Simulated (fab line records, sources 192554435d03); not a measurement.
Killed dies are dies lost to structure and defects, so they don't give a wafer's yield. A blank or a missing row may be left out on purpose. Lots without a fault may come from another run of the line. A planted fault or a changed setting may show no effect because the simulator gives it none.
A struck lot beside a sound one | flow n5_finfet | 40 steps out of a route of 1938
Sound: wafers L272.1, L272.3, L272.6. Struck: wafers L286.2, L286.3, L286.4. The cause comes at the end.
At each step with rows: each side's tool, then ch and its chambers, then its first start. Under that, the readings that differ: sound wafers | struck wafers | difference of the means | sigmas: that difference in standard deviations of wafers without a fault.
alike: readings whose means differ by less than 2 such deviations, and words and numbers that are the same on both sides. not compared: withheld readings, readings that some wafer has no value for, bounds like >300 that may hide the same value, and numbers for which the record gives no deviation and whose values overlap.
The two part at a step that has a row with sigmas, a row that says differs or no value, or rows on one side only. Numbers that don't overlap but have no deviation are shown without sigmas and don't part them. A reading that every wafer of one side lacks parts them only if that side has two wafers or more.

N5_HKMG_FIN_STRIP_19: strips in N2/H2, time 360 s.
  sound on plasma_asher-01 ch 0,1, day 4 11:16; struck on plasma_asher-02 ch 0,1, day 7 21:44
  alike: drypump_motor_current_A, heater_power_w
  not compared: rf_hours_counter_h
then, 5 steps without rows for these wafers: N5_HKMG_FIN_ALD_91 (deposits TiN, target thk 1 nm, pulse time 1 s, purge time 3 s); N5_HKMG_FIN_COAT_85 (time 60 s, resist thk 300 nm); N5_HKMG_FIN_ETCH_86 (etches SOC in N2/H2, stops on TiN, target depth 393.2 nm); N5_HKMG_FIN_STRIP_89 (strips SOC in N2/H2, time 20 s); N5_HKMG_FIN_WET_ETCH_87 (etches TiN in SC1, time 154.2 s, target depth 4.7 nm, rinse time 30 s).
N5_HKMG_FIN_STRIP_88: strips in N2/H2, time 360 s.
  sound on plasma_asher-01 ch 0,1, day 4 12:14; struck on plasma_asher-02 ch 0,1, day 7 22:45
  alike: drypump_motor_current_A, heater_power_w
  not compared: rf_hours_counter_h
N5_HKMG_FIN_NWFM_ALD_20: deposits TiAlC, target thk 2 nm, pulse time 3 s, purge time 2 s.
  sound on ald_metal-02 ch 1,2,3, day 4 12:37; struck on ald_metal-03 ch 1,2,3, day 7 23:08
  alike: heater_power_w, precursor_pulse_height_rel
  not compared: since_wet_clean_h
then, 4 steps without rows for these wafers: N5_HKMG_FIN_ALD_71 (deposits TiN, target thk 1 nm, pulse time 1 s, purge time 3 s); N5_HKMG_FIN_COAT_66 (time 60 s, resist thk 300 nm); N5_HKMG_FIN_ETCH_67 (etches SOC in N2/H2, stops on TiN, target depth 388.9 nm); N5_HKMG_FIN_STRIP_90 (strips SOC in N2/H2, time 20 s).
N5_HKMG_FIN_WET_ETCH_73: etches the open film in SC1, time 42.3 s, target depth 1.3 nm, rinse time 30 s.
  sound on wet_bench-02 ch 0,4,6, day 4 13:13; struck on wet_bench-06 ch 0,1,5, day 7 23:44
then, 11 steps without rows for these wafers: N5_HKMG_FIN_ETCHBACK_68 (etches the open film in Cl2/Ar, stops on HfO2, target depth 0.5 nm); N5_HKMG_FIN_STRIP_69 (strips in N2/H2, time 360 s); N5_HKMG_FIN_ALD_21 (deposits TiN, target thk 1.5 nm, pulse time 1 s, purge time 3 s); N5_HKMG_FIN_ALD_72 (deposits W, target thk 2 nm, pulse time 1 s, purge time 2 s); N5_HKMG_FIN_W_FILL_22 (material W, target thk 60 nm, time 18.2 s); N5_HKMG_FIN_PRECLEAN_83 (cleans in DIW, time 57.5 s); N5_HKMG_FIN_SRD_84 (dry time 32 s); N5_HKMG_FIN_CMP_23 (polishes, stops on SiNx, t overpolish 10 s, target thk 46.326 nm); N5_HKMG_FIN_CMP_94 (polishes, stops on SiNx, t overpolish 4.7 s, target thk 43.299 nm); N5_GATE_CUT_ETCHBACK_00 (etches W in SF6/Cl2); N5_GATE_CUT_ETCH_56 (etches TiN in Cl2/Ar, target depth 21.6 nm).
N5_GATE_CUT_ETCHBACK_30: etches TiN in Cl2/Ar, target depth 3 nm.
  sound on rie_metal-03 ch 0,1, day 4 15:17; struck on rie_metal-01 ch 0,1, day 8 01:49
  alike: drypump_motor_current_A, oes_product_au, throttle_valve_pct
  not compared: rf_hours_counter_h
then, 1 step without rows for these wafers: N5_GATE_CUT_VAPOR_ETCH_60 (etches HfO2 in BCl3/Cl2).
N5_GATE_CUT_ETCH_58: etches SiNx in CH3F/O2, target depth 17 nm, time 128.6 s.
  sound on rie_diel-01 ch 1,2,3, day 4 15:23; struck on rie_diel-01 ch 0,1,3, day 8 01:54
  alike: drypump_motor_current_A, oes_product_au, rf_vpp_V, showerhead_plenum_p_Torr, throttle_valve_pct
  not compared: rf_hours_counter_h
then, 12 steps without rows for these wafers: N5_GATE_CUT_STRIP_59 (strips in N2/H2, time 20 s); N5_GATE_CUT_PRECLEAN_31 (cleans in DIW, time 300 s); N5_GATE_CUT_SRD_32 (time 30 s); N5_GATE_CUT_SAC_CAP_01 (material SiNx, target thk 24 nm, pulse time 1 s, ald cycles 480); N5_GATE_CUT_PECVD_57 (deposits SiNx from SiH4/NH3/N2, target thk 21 nm); N5_GATE_CUT_CMP_02 (polishes, stops on SiO2, t overpolish 12.7 s, target thk 0 nm); N5_GATE_CUT_HM_DEP_46 (deposits SiO2 from TEOS/O2, target thk 130 nm, time 26.6 s); N5_GATE_CUT_COAT_34 (time 60 s, resist thk 60 nm); N5_GATE_CUT_COAT_35 (time 60 s, resist thk 10 nm); N5_GATE_CUT_COAT_27 (time 60 s, resist thk 10 nm); N5_GATE_CUT_COAT_07 (resist thk 30 nm); N5_GATE_CUT_EBR_09.
-- the record jumps here: 10 days lie between the struck wafers' starts before and after (it left off in module GATE_CUT and takes up again in module PASSIVATION, whose first step shown is number 1936 of the route) --
N5_PASSIVATION_PROBE_49:
  the record has rows for the struck wafers here (prober-02, day 18 10:11) and none for the sound ones

WHERE THEY PART
Only at N5_PASSIVATION_PROBE_49, within this record.

WHY: what the simulator had put in
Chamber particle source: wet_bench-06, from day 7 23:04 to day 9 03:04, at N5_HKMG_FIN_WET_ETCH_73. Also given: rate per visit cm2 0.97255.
